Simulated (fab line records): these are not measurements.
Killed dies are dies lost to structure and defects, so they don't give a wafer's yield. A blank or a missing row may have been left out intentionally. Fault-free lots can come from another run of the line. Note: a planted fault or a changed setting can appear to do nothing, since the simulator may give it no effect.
Matching of chambers + flow n5_finfet + N5_BEOL_M9_STRIP_67 on rie_diel-05 has 4 sister chambers
The step strips in CF4. 14 wafers are shown with their chamber, then 7 later ones without.

== WAFERS WITH THEIR CHAMBER ==
| wafer  | chamber | drypump_motor_current_A (A) | throttle_valve_pct (%) | rf_vpp_V (V) |
|--------|---------|-----------------------------|------------------------|--------------|
| L596.3 | 1       | 5.5                         | 13.78                  | 270.6        |
| L596.5 | 3       | 5.8                         | 13.74                  | 270.7        |
| L596.6 | 0       | 5.8                         | 13.82                  | 274.2        |
| L597.2 | 2       | 5.2                         | 13.54                  | 270.6        |
| L597.5 | 0       | 5.8                         | 13.83                  | 273.9        |
| L597.6 | 1       | 5.5                         | 13.75                  | 270.8        |
| L599.1 | 0       | 5.8                         | 13.86                  | 271.9        |
| L599.4 | 2       | 5.3                         | 13.53                  | 271.3        |
| L599.6 | 0       | 5.8                         | 13.84                  | 274.2        |
| L601.2 | 0       | 5.8                         | 13.85                  | 271.8        |
| L601.5 | 0       | 5.8                         | 13.85                  | 272.4        |
| L601.6 | 3       | 5.9                         | 13.76                  | 271.2        |
| L607.1 | 0       | 5.8                         | 13.89                  | 272.4        |
| L607.2 | 3       | 5.8                         | 13.77                  | 272.1        |

SIGNATURES, as means of the wafers listed above
| reading                 | chamber 0 | chamber 1 | chamber 2 | chamber 3 | scatter within a chamber |
|-------------------------|-----------|-----------|-----------|-----------|--------------------------|
| drypump_motor_current_A | 5.800     | 5.500     | 5.250     | 5.833     | 0.0342                   |
| throttle_valve_pct      | 13.8486   | 13.7650   | 13.5350   | 13.7567   | 0.0201                   |
| rf_vpp_V                | 272.971   | 270.700   | 270.950   | 271.333   | 0.912                    |
Rule: a wafer lies at a distance from a chamber equal to the root of the sum of squares, over the readings, of (its reading less the chamber's mean, divided by the reading's scatter). The wafer belongs to the nearest chamber; if the next one is less than 2 further off, it can't be placed. How the scatter is found: for the shown wafers, subtract from each reading the mean of its chamber, square and add these, divide the total by (wafers less chambers), then take the root.

== WAFERS WITHOUT THEIR CHAMBER ==
| wafer  | drypump_motor_current_A (A) | throttle_valve_pct (%) | rf_vpp_V (V) |
|--------|-----------------------------|------------------------|--------------|
| L607.5 | 5.3                         | 13.58                  | 270.7        |
| L613.2 | 5.8                         | 13.80                  | 270.5        |
| L613.3 | 5.6                         | 13.83                  | 270.7        |
| L613.4 | 5.3                         | 13.62                  | 271.4        |
| L614.2 | 5.8                         | 13.82                  | 271.5        |
| L614.3 | 5.5                         | 13.84                  | 272.0        |
| L614.6 | 5.3                         | 13.60                  | 270.9        |

== EACH ONE'S CHAMBER ==
| wafer  | from the rows above     | in truth |
|--------|-------------------------|----------|
| L607.5 | 2                       | 2        |
| L613.2 | can't be placed: 3 or 0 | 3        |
| L613.3 | 1                       | 1        |
| L613.4 | 2                       | 2        |
| L614.2 | can't be placed: 0 or 3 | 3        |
| L614.3 | 1                       | 1        |
| L614.6 | 2                       | 2        |
Correct placement for 5 of the 7. These rows do not allow placing 2 (true chamber among the candidates in 2). Number placed wrongly: 0.
